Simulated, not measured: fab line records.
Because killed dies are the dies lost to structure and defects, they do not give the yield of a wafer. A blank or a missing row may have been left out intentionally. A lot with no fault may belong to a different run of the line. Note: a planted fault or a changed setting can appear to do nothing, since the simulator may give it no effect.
The tool behind it: which one? | flow n5Finfet | Sampling: 9 lots, 27 wafers, 5 of 1938 route steps

== WHAT EACH GAUGE READ, for each wafer ==
N5_BEOL_M4_CD_MEAS_28: target cd 26.2 nm, target cd y 24.1 nm. Usual: 26.22 nm for cdNm, sd 0.22.
lot  | measured     | on       | cdNm (nm)         | flag
L798 | day 7 20:12  | cdSem-02 | 26.62 26.34 26.33 | 
L800 | day 8 03:26  | cdSem-01 | 25.92 26.40 26.07 | 
L802 | day 8 09:52  | cdSem-03 | 26.16 25.89 26.49 | 
L805 | day 9 05:26  | cdSem-02 | 26.21 26.39 26.29 | 
L809 | day 10 10:04 | cdSem-03 | 26.14 26.41 26.36 | 
L810 | day 10 14:43 | cdSem-03 | 26.65 26.59 26.54 | 
L812 | day 10 18:21 | cdSem-02 | 25.96 26.53 26.01 | 
L818 | day 12 14:07 | cdSem-01 | 26.12 26.35 26.22 | 
L819 | day 13 06:40 | cdSem-01 | 25.90 26.13 25.83 | 

N5_BEOL_M4_CD_MEAS_35: target cd 18 nm, target cd y 22.4 nm. Usual: 18.0 nm for cdNm, sd 0.31.
lot  | measured     | on       | cdNm (nm)      | flag
L798 | day 8 04:33  | cdSem-02 | 17.9 17.8 18.3 | 
L800 | day 8 05:31  | cdSem-03 | 18.4 18.3 18.2 | 
L802 | day 8 19:14  | cdSem-02 | 18.3 18.0 18.2 | 
L805 | day 9 06:30  | cdSem-02 | 18.1 18.3 18.1 | 
L809 | day 10 19:26 | cdSem-03 | 18.1 17.5 17.6 | 
L810 | day 10 20:00 | cdSem-01 | 18.8 18.1 18.2 | 
L812 | day 10 22:39 | cdSem-02 | 17.6 18.2 18.3 | 
L818 | day 12 19:01 | cdSem-03 | 18.1 17.9 17.5 | 
L819 | day 13 10:11 | cdSem-02 | 18.2 18.3 18.4 | 

N5_BEOL_M4_RC_MEAS_101. Usual: DIBL_N 36.2 mV/V, standard deviation 1.5; DIBL_P 36.2 mV/V, standard deviation 1.7; IOFF_N 0.155 nA/um, standard deviation 0.021; IOFF_P 0.216 nA/um, standard deviation 0.026; ION_N 674 uA/um, standard deviation 11; ION_P 464 uA/um, standard deviation 6.8; SS_N 71.5 mV/dec, standard deviation 0.56; SS_P 73.3 mV/dec, standard deviation 0.6; VT_N 250.2 mV, standard deviation 2.6; VT_P -249.3 mV, standard deviation 2.5.
lot  | measured     | on        | DIBL_N (mV/V)  | DIBL_P (mV/V)  | IOFF_N (nA/um)    | IOFF_P (nA/um)    | ION_N (uA/um) | ION_P (uA/um) | SS_N (mV/dec)  | SS_P (mV/dec)  | VT_N (mV)         | VT_P (mV)            | flag
L798 | day 8 08:34  | prober-01 | 33.3 35.6 36.5 | 33.5 36.3 36.6 | 0.137 0.173 0.191 | 0.185 0.222 0.233 | 679 691 693   | 470 471 477   | 70.5 71.4 72.2 | 73.2 73.4 73.1 | 251.1 247.4 246.9 | -248.6 -246.7 -245.7 | 
L800 | day 8 10:38  | prober-01 | 36.1 33.8 35.9 | 36.1 33.9 36.0 | 0.164 0.140 0.167 | 0.235 0.190 0.228 | 669 677 660   | 464 470 462   | 71.8 71.4 72.2 | 73.6 72.2 74.4 | 247.7 251.1 247.7 | -247.4 -251.2 -248.1 | 
L802 | day 8 23:38  | prober-01 | 37.9 37.4 38.8 | 35.0 34.1 36.2 | 0.143 0.141 0.162 | 0.214 0.199 0.236 | 660 654 656   | 455 451 458   | 71.5 71.2 71.5 | 74.1 73.2 74.1 | 253.3 253.1 249.7 | -249.4 -248.9 -248.5 | 
L805 | day 9 10:37  | prober-02 | 38.5 37.1 36.1 | 38.2 37.8 36.3 | 0.196 0.172 0.163 | 0.274 0.262 0.241 | 668 672 688   | 458 471 472   | 72.3 72.3 71.6 | 73.6 74.3 74.4 | 248.9 248.0 246.4 | -246.0 -247.3 -247.0 | 
L809 | day 10 23:38 | prober-01 | 32.9 33.8 33.1 | 33.6 34.4 34.2 | 0.135 0.149 0.141 | 0.209 0.216 0.213 | 687 680 674   | 475 469 468   | 71.5 71.3 70.4 | 72.1 72.6 72.6 | 248.7 249.3 247.7 | -246.3 -247.4 -246.8 | 
L810 | day 11 01:03 | prober-02 | 36.9 39.5 36.4 | 36.2 39.9 36.4 | 0.154 0.221 0.158 | 0.235 0.302 0.239 | 662 689 690   | 463 479 473   | 71.2 71.5 72.1 | 72.6 73.6 72.4 | 250.8 242.6 247.0 | -246.5 -245.0 -247.0 | 
L812 | day 11 03:08 | prober-01 | 35.9 34.9 35.9 | 37.0 35.6 36.9 | 0.148 0.132 0.158 | 0.195 0.174 0.200 | 679 663 666   | 457 454 458   | 71.0 71.6 71.6 | 73.3 73.0 72.6 | 252.3 253.1 249.4 | -253.9 -255.1 -254.0 | 
L818 | day 12 22:53 | prober-02 | 39.7 38.4 36.9 | 38.9 37.6 35.6 | 0.181 0.163 0.139 | 0.247 0.224 0.201 | 675 681 684   | 457 466 471   | 72.4 71.9 72.0 | 74.0 72.7 72.5 | 249.7 249.6 251.3 | -246.9 -248.6 -249.3 | 
L819 | day 13 15:43 | prober-01 | 38.5 37.8 38.0 | 37.4 36.8 36.3 | 0.169 0.157 0.160 | 0.240 0.241 0.234 | 682 660 666   | 472 463 460   | 71.6 72.0 71.7 | 74.0 74.0 73.9 | 249.8 250.4 249.1 | -248.0 -248.8 -248.1 | 

== TOOL THAT RAN EACH LOT (tool first, then ch and the chambers of the sampled wafers, then the start) ==
lot  | N5_BEOL_M4_ETCHBACK_99            | N5_BEOL_M4_ETCH_41
L798 | rieDiel-04 ch 2,3, day 8 04:00    | rieDiel-04 ch 2,3, day 8 04:17
L800 | rieDiel-04 ch 1,2, day 8 04:58    | rieDiel-04 ch 1,2, day 8 05:14
L802 | rieDiel-02 ch 0,1, day 8 18:41    | rieDiel-02 ch 0,1, day 8 18:57
L805 | rieDiel-02 ch 0,3, day 9 05:58    | rieDiel-02 ch 0,3, day 9 06:14
L809 | rieDiel-04 ch 1,2, day 10 18:35   | rieDiel-04 ch 1,2, day 10 18:59
L810 | rieDiel-04 ch 1,2, day 10 19:09   | rieDiel-04 ch 1,2, day 10 19:34
L812 | rieDiel-05 ch 1,3, day 10 22:06   | rieDiel-05 ch 1,3, day 10 22:23
L818 | rieDiel-02 ch 0,1,2, day 12 18:28 | rieDiel-02 ch 0,1,2, day 12 18:44
L819 | rieDiel-04 ch 0,2,3, day 13 09:38 | rieDiel-04 ch 0,2,3, day 13 09:55
- N5_BEOL_M4_ETCHBACK_99: etches SiO2 in CHF3, target depth 5 nm, time 10.4 s.
- N5_BEOL_M4_ETCH_41: etches SiCN in CH3F/O2, target depth 29.9 nm, time 52.5 s.

== WHAT THE TOOLS THEMSELVES READ (means of the sampled wafers that have a number; where no wafer has one, the mark that the record gives instead) ==
N5_BEOL_M4_ETCHBACK_99. Usual: biasW is 47.01 W with standard deviation 0.13, drypumpMotorCurrentA is 5.7 A with standard deviation 0.43, oesProductAu is 0.82 a.u. with standard deviation 0.07, rfFwdPowerW is 212.4 W with standard deviation 0.84, rfVppV is 241.4 V with standard deviation 2.4, showerheadPlenumPTorr is 2.15 Torr with standard deviation 0.078, and throttleValvePct is 16.99 % with standard deviation 0.22.
lot  | tool       | biasW (W) | drypumpMotorCurrentA (A) | oesProductAu (a.u.) | rfFwdPowerW (W) | rfVppV (V) | showerheadPlenumPTorr (Torr) | throttleValvePct (%) | flag
L798 | rieDiel-04 | 46.94     | 5.7                      | 0.89                | 213.1           | 239.9      | 2.18                         | 16.76                | 
L800 | rieDiel-04 | 47.07     | 5.9                      | 0.87                | 212.9           | 241.9      | 2.15                         | 16.79                | 
L802 | rieDiel-02 | 46.89     | 6.2                      | 0.71                | 211.5           | 240.1      | 2.05                         | 17.08                | 
L805 | rieDiel-02 | 46.83     | 6.3                      | 0.72                | 210.5           | 243.3      | 2.08                         | 16.93                | 
L809 | rieDiel-04 | 47.05     | 5.9                      | 0.84                | 213.0           | 241.2      | 2.14                         | 16.84                | 
L810 | rieDiel-04 | 47.08     | 5.9                      | 0.84                | 211.8           | 241.5      | 2.14                         | 16.85                | 
L812 | rieDiel-05 | 47.01     | 5.8                      | 0.82                | 212.3           | 240.4      | 2.14                         | 16.84                | 
L818 | rieDiel-02 | 46.98     | 6.1                      | 0.82                | 212.2           | 242.6      | 2.20                         | 16.99                | 
L819 | rieDiel-04 | 47.07     | 5.3                      | 0.87                | 213.4           | 240.2      | 2.21                         | 16.84                | 

N5_BEOL_M4_ETCH_41. Usual: biasW is 74.97 W with standard deviation 0.23, drypumpMotorCurrentA is 5.7 A with standard deviation 0.44, oesProductAu is 0.82 a.u. with standard deviation 0.069, rfFwdPowerW is 391.0 W with standard deviation 1.7, rfVppV is 297.3 V with standard deviation 1.6, showerheadPlenumPTorr is 2.00 Torr with standard deviation 0.072, and throttleValvePct is 16.24 % with standard deviation 0.22.
lot  | tool       | biasW (W) | drypumpMotorCurrentA (A) | oesProductAu (a.u.) | rfFwdPowerW (W) | rfVppV (V) | showerheadPlenumPTorr (Torr) | throttleValvePct (%) | flag
L798 | rieDiel-04 | 74.60     | 5.7                      | 0.88                | 392.1           | 297.6      | 2.03                         | 16.02                | 
L800 | rieDiel-04 | 75.14     | 5.9                      | 0.87                | 390.9           | 297.3      | 2.00                         | 16.07                | 
L802 | rieDiel-02 | 74.82     | 6.2                      | 0.70                | 390.4           | 295.1      | 1.90                         | 16.35                | 
L805 | rieDiel-02 | 75.04     | 6.3                      | 0.72                | 388.6           | 295.6      | 1.94                         | 16.20                | 
L809 | rieDiel-04 | 74.93     | 5.9                      | 0.98                | 391.6           | 297.5      | 1.99                         | 16.10                | 
L810 | rieDiel-04 | 75.01     | 6.0                      | 0.95                | 392.8           | 298.2      | 1.99                         | 16.10                | 
L812 | rieDiel-05 | 74.93     | 5.8                      | 0.82                | 392.0           | 298.2      | 1.99                         | 16.09                | 
L818 | rieDiel-02 | 75.10     | 6.1                      | 0.83                | 389.2           | 298.5      | 2.05                         | 16.23                | 
L819 | rieDiel-04 | 74.88     | 5.3                      | 0.87                | 391.5           | 298.2      | 2.05                         | 16.10                | 

== THE ANSWER, worked out from the rows above alone ==
Rule: take the mean of a lot's wafers that have a number; if it is more than 3 standard deviations from the usual mean, the lot is off. A lot without any number at a reading at which 4 lots or more have one is off too. Where the step has rows for the other lots, those lots are counted as sound. After the gauges, taken in route order, come the tools' own readings; for these a lot's mean is taken, as printed above. At the first step where some lot is off, the reading lying furthest off is the one used; lots without a number count as furthest.
None of the lots is off at any reading shown; this tells nothing.

== WHAT THE SIMULATOR PUT IN ==
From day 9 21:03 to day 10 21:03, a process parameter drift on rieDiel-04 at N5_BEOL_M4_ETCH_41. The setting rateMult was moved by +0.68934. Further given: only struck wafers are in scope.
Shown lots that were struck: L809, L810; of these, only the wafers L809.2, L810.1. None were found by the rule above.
